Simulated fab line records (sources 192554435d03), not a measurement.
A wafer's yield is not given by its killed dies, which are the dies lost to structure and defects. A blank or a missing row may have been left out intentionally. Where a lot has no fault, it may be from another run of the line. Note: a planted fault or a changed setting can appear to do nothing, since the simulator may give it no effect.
A lot that was struck, set against a sound lot / flow n5Finfet / 29 steps out of a route of 1938
Sound: the wafers L426.1, L426.2, L426.6. The struck wafers were L428.1, L428.3, L428.4. The cause is named last.
Each step with rows lists, per side, the tool, then ch with its chambers, then its first start. Under that, the readings that differ: sound wafers / struck wafers / difference of the means / sigmas: that difference in standard deviations of wafers without a fault.
alike: readings with means less than 2 such deviations apart, plus words and numbers identical on both sides. not compared: withheld readings, readings lacking a value on some wafer, bounds such as >300 that could conceal the same value, and numbers that have no deviation in the record and whose values overlap.
A row with sigmas, a row that says differs or no value, or rows on one side alone: a step with any of these is where the two part. Non-overlapping numbers with no deviation appear without sigmas and do not part them. Lack of a reading on every wafer of one side parts them only where that side has two or more wafers.

first, 3 steps without rows for these wafers: N5_BEOL_M0_SAQP_EXPOSE_11 (exposes mask M0 CORE, target cd 42 nm); N5_BEOL_M0_SAQP_PEB_12 (peb time 60 s); N5_BEOL_M0_SAQP_DEVELOP_13 (develop time 30 s).
N5_BEOL_M0_SAQP_CD_MEAS_14: target cd 42.5 nm.
  sound on cdSem-02 ch 0, day 7 14:55; struck on cdSem-03 ch 0, day 8 08:10
  alike: cdNm
N5_BEOL_M0_SAQP_OVL_MEAS_15:
  sound on overlay-02 ch 0, day 7 14:56; struck on overlay-02 ch 0, day 8 08:12
  alike: M0_CORE_OVL
N5_BEOL_M0_SAQP_INSPECT_16: inspects for defects (brightfield).
  sound on defectInspect-02, day 7 14:58; struck on defectInspect-02, day 8 08:13
  alike: rawDefectCount
then, 6 steps without rows for these wafers: N5_BEOL_M0_SAQP_DESCUM_19 (chemistry O2, time 7.9 s); N5_BEOL_M0_SAQP_ETCH_83 (etches SiARC in CF4, target depth 39 nm, time 65 s); N5_BEOL_M0_SAQP_ETCH_84 (etches SOC in N2/H2, target depth 100 nm, overetch 20 nm, time 150 s); N5_BEOL_M0_SAQP_STRIP_80 (strips in N2/H2); N5_BEOL_M0_SAQP_HM_OPEN_112 (chemistry CHF3/O2, target SiO2, stops on a-Si, target depth 12 nm, time 13.5 s); N5_BEOL_M0_SAQP_STRIP_113 (strips in CHF3/O2).
N5_BEOL_M0_SAQP_MANDREL_ETCH_20: etches a-Si in HBr/Cl2, stops on SiNx, target depth 60 nm, bt time 10 s, time 30 s.
  sound on rieSi-05 ch 0,1,3, day 7 15:19; struck on rieSi-03 ch 0,1,3, day 8 08:47
  no value came back on the struck wafers for any of 5 readings (HBr_flow_sccm (sccm), biasW (W) and others); on the sound wafers HBr_flow_sccm (sccm) reads 151.0 149.8 149.8
reading=model.SOC_of_BEOL_M0_SAQP_COAT_81.thkNm (nm); sound=75.8 76.2 76.4; struck=99.8 100.2 100; difference=+23.9; sigmas=
reading=model.SiNx_of_BEOL_M0_SAQP_PECVD_97.thkNm (nm); sound=17.8 18 18.6; struck=22.4 22.6 22.8; difference=+4.5; sigmas=
  not compared: rfHoursCounterH
N5_BEOL_M0_SAQP_STRIP_86: strips in N2/H2.
  sound on rieDiel-03 ch 0,2,3, day 7 15:28; struck on rieDiel-04 ch 1,2,3, day 8 09:01
  alike: drypumpMotorCurrentA, oesProductAu, rfVppV, showerheadPlenumPTorr, throttleValvePct
  not compared: rfHoursCounterH
then, 4 steps without rows for these wafers: N5_BEOL_M0_SAQP_STRIP_115 (strips in post etch residue remover, time 60 s); N5_BEOL_M0_SAQP_SRD_93 (time 30 s); N5_BEOL_M0_SAQP_RECESS_114 (chemistry HF/NH3, target SiO2, target depth 14.4 nm, afs cycles 3, sublimation time 60 s); N5_BEOL_M0_SAQP_SPACER1_ALD_98 (deposits SiO2, target thk 12.8 nm, pulse time 1 s, purge time 2 s).
N5_BEOL_M0_SAQP_SPACER1_ETCHBACK_99: etches SiO2 in CHF3/O2, target depth 15.4 nm, time 7.7 s.
  sound on rieDiel-02 ch 2,3, day 7 16:33; struck on rieDiel-03 ch 0,3, day 8 10:01
reading=oesProductAu (a.u.); sound=0.93 0.92 0.93; struck=0.33 0.29 0.33; difference=-0.61; sigmas=-7
  alike: drypumpMotorCurrentA, oes_o_777_au, rfVppV, showerheadPlenumPTorr, throttleValvePct
  not compared: rfHoursCounterH
N5_BEOL_M0_SAQP_MANDREL1_REMOVE_100: chemistry HBr/Cl2/O2, target a-Si, stops on SiNx, bt time 10 s.
  sound on rieSi-03 ch 0,1,2, day 7 16:38; struck on rieSi-02 ch 0,1,3, day 8 10:05
reading=drypumpMotorCurrentA (A); sound=5.1 6.2 4.9; struck=6.5 6.2 6.4; difference=+1.0; sigmas=+2
reading=throttleValvePct (%); sound=37.03 36.93 37.52; struck=36.42 36.42 36.72; difference=-0.64; sigmas=-2
  alike: oes_o_777_au, oesProductAu
  not compared: rfHoursCounterH
N5_BEOL_M0_SAQP_CD_MEAS_25: target cd 13.1 nm.
  sound on cdSem-03 ch 0, day 7 16:44; struck on cdSem-01 ch 0, day 8 10:13
reading=cdNm (nm); sound=12.86 12.84 12.94; struck=- - -; difference=no value on the struck wafers; sigmas=
N5_BEOL_M0_SAQP_ETCH_101: etches SiNx in CH3F/O2, target depth 29.9 nm, time 42.7 s.
  sound on rieDiel-04 ch 1,3, day 7 16:50; struck on rieDiel-02 ch 0,1,3, day 8 10:35
  alike: CH3F_flow_sccm, O2_flow_sccm, drypumpMotorCurrentA, oes_o_777_au, oesProductAu, rfVppV, showerheadPlenumPTorr, throttleValvePct
  not compared: rfHoursCounterH
then, 1 step without rows for these wafers: N5_BEOL_M0_SAQP_ETCH_102 (etches SiO2 in CF4, target depth 4 nm, time 4.4 s).
N5_BEOL_M0_SAQP_MANDREL_ETCH_103: etches a-Si in HBr/Cl2, stops on SiCN, target depth 45 nm, bt time 10 s, time 27 s.
  sound on rieSi-02 ch 1,2,3, day 7 16:59; struck on rieSi-03 ch 0,1,2, day 8 10:43
  alike: HBr_flow_sccm, biasW, drypumpMotorCurrentA, oesProductAu, throttleValvePct
  not compared: rfHoursCounterH
then, 2 steps without rows for these wafers: N5_BEOL_M0_SAQP_RECESS_104 (chemistry HF/NH3, target SiO2, target depth 18 nm, afs cycles 3, sublimation time 60 s); N5_BEOL_M0_SAQP_COAT_105 (time 60 s, resist thk 100 nm).
N5_BEOL_M0_SAQP_ETCH_106: etches SOC in N2/H2, stops on SiNx, target depth 150 nm.
  sound on rieDiel-02 ch 0,2,3, day 7 17:37; struck on rieDiel-04 ch 0,1, day 8 11:15
reading=model.SiNx_of_BEOL_M0_SAQP_PECVD_97.thkNm (nm); sound=14.8 15 15.6; struck=19.4 19.6 19.8; difference=+4.5; sigmas=
  alike: biasW, chamberPressureMTorr, drypumpMotorCurrentA, oesProductAu, rfVppV, showerheadPlenumPTorr, throttleValvePct
  not compared: rfHoursCounterH
N5_BEOL_M0_SAQP_ETCH_107: etches SiNx in CH3F/O2, target depth 30 nm.
  sound on rieDiel-02 ch 0,2,3, day 7 17:40; struck on rieDiel-04 ch 0,1, day 8 11:19
  alike: CH3F_flow_sccm, O2_flow_sccm, drypumpMotorCurrentA, oes_o_777_au, oesProductAu, rfVppV, showerheadPlenumPTorr, throttleValvePct
  not compared: rfHoursCounterH
N5_BEOL_M4_RC_MEAS_101:
  the record has rows for the sound wafers here (prober-02 ch 0, day 10 05:01) and none for the struck ones

WHERE THEY PART
Last at N5_BEOL_M4_RC_MEAS_101 as far as this record goes, first at N5_BEOL_M0_SAQP_MANDREL_ETCH_20.

WHY: what had been put in by the simulator
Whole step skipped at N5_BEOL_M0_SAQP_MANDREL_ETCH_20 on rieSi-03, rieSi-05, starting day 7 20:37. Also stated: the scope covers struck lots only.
